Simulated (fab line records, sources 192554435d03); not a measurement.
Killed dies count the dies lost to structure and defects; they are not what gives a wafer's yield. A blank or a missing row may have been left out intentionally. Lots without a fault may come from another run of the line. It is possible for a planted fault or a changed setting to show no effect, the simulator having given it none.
What tool caused it?	flow n5-finfet	9 lots with 27 wafers sampled at 5 steps, on a route of 1938 steps

## WHAT EACH GAUGE READ, for each wafer
N5_BEOL_M4_RC_MEAS_101.
lot	measured	on	CJ_P
L938	day 7 22:57	prober-02	5.90 5.75 6.05
L944	day 9 12:15	prober-02	5.42 5.86 5.80
L947	day 10 04:37	prober-02	5.84 6.04 5.51
L948	day 10 09:46	prober-01	5.91 6.09 5.77
L953	day 11 16:10	prober-01	4.43 4.83 4.54
L955	day 11 21:08	prober-02	4.69 4.83 4.93
L957	day 12 12:03	prober-01	5.84 5.59 5.87
L958	day 13 07:49	prober-01	5.90 6.01 5.78
L960	day 13 22:01	prober-01	5.92 5.75 5.78

## TOOL THAT RAN EACH LOT (tool first, then ch and the chambers of the sampled wafers, then the start)
lot	N5_ZERO_LAYER_ETCH_17	N5_ZERO_LAYER_ETCH_18	N5_WELL_APT_IMPLANT_15	N5_WELL_APT_DESCUM_30
L938	rie-diel-03 ch 1,2,3, day 1 13:01	rie-si-06 ch 0,1,3, day 1 13:05	implanter-01 ch 0, day 1 14:58	rie-diel-04 ch 0,1,2, day 1 16:52
L944	rie-diel-02 ch 0,1,2, day 3 02:20	rie-si-05 ch 0,1, day 3 02:25	implanter-01 ch 0, day 3 03:53	rie-diel-06 ch 0,2, day 3 04:40
L947	rie-diel-02 ch 0,2, day 3 18:44	rie-si-05 ch 0,1, day 3 18:49	implanter-01 ch 0, day 3 20:11	rie-diel-05 ch 0,1,2, day 3 21:07
L948	rie-diel-02 ch 0,2, day 4 00:43	rie-si-03 ch 0,1, day 4 00:47	implanter-02 ch 0, day 4 01:59	rie-diel-05 ch 0,1, day 4 03:03
L953	rie-diel-01 ch 1,3, day 5 06:43	rie-si-03 ch 0,1,3, day 5 06:47	implanter-01 ch 0, day 5 08:18	rie-diel-04 ch 0,2,3, day 5 09:19
L955	rie-diel-02 ch 1,2, day 5 18:50	rie-si-06 ch 0,1, day 5 18:55	implanter-01 ch 0, day 5 20:14	rie-diel-06 ch 0,1, day 5 21:10
L957	rie-diel-01 ch 0,3, day 6 07:04	rie-si-06 ch 1,3, day 6 07:08	implanter-02 ch 0, day 6 08:30	rie-diel-06 ch 0,2, day 6 09:24
L958	rie-diel-02 ch 0,2,3, day 6 13:25	rie-si-05 ch 0,2, day 6 13:29	implanter-02 ch 0, day 6 14:45	rie-diel-04 ch 0,3, day 6 15:43
L960	rie-diel-03 ch 1,3, day 7 00:43	rie-si-06 ch 0,1,2, day 7 00:47	implanter-02 ch 0, day 7 02:03	rie-diel-04 ch 1,2,3, day 7 02:56
- N5_ZERO_LAYER_ETCH_17: etches SiO2 in CF4, target depth 12 nm, time 13.3 s.
- N5_ZERO_LAYER_ETCH_18: etches Si in HBr/Cl2, target depth 120 nm, time 40 s.
- N5_WELL_APT_IMPLANT_15
- N5_WELL_APT_DESCUM_30: chemistry O2, time 7.9 s.

## THE ANSWER, worked out from the rows above alone
Rule: the lots themselves supply what counts as usual. Put in order of their means at a reading, lots are off if they are a third of the lots or fewer, leave a main group of 4 or more, and stand apart from it by a gap of 3 or more times the standard deviation of the main group's means; of several such gaps the widest counts. A main group whose means are all the same, to the digits that the tables above print for the reading, isn't used. A lot without any number at a reading at which 4 lots or more have one is off too. All remaining lots with rows at the step are treated as sound.
Off: at N5_BEOL_M4_RC_MEAS_101 (CJ_P), L953, L955. The main group: mean 5.83, standard deviation 0.077.
A tool fits if, at a process step before that reading, it ran every lot that is off, and no sound lot after the first of them. Gauges at N5_BEOL_M4_RC_MEAS_101: tried the same way as those tools. One fits: implanter-01 at N5_WELL_APT_IMPLANT_15. Its last sound lot is L947 (day 3 20:11), its first lot that is off L953 (day 5 08:18): a fault that began between those two fits.

## WHAT THE SIMULATOR HAD INSERTED
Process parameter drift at N5_WELL_APT_IMPLANT_15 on implanter-01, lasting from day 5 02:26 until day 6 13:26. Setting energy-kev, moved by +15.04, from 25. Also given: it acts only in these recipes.
Shown lots that were struck: L953, L955. The rule above found the same.
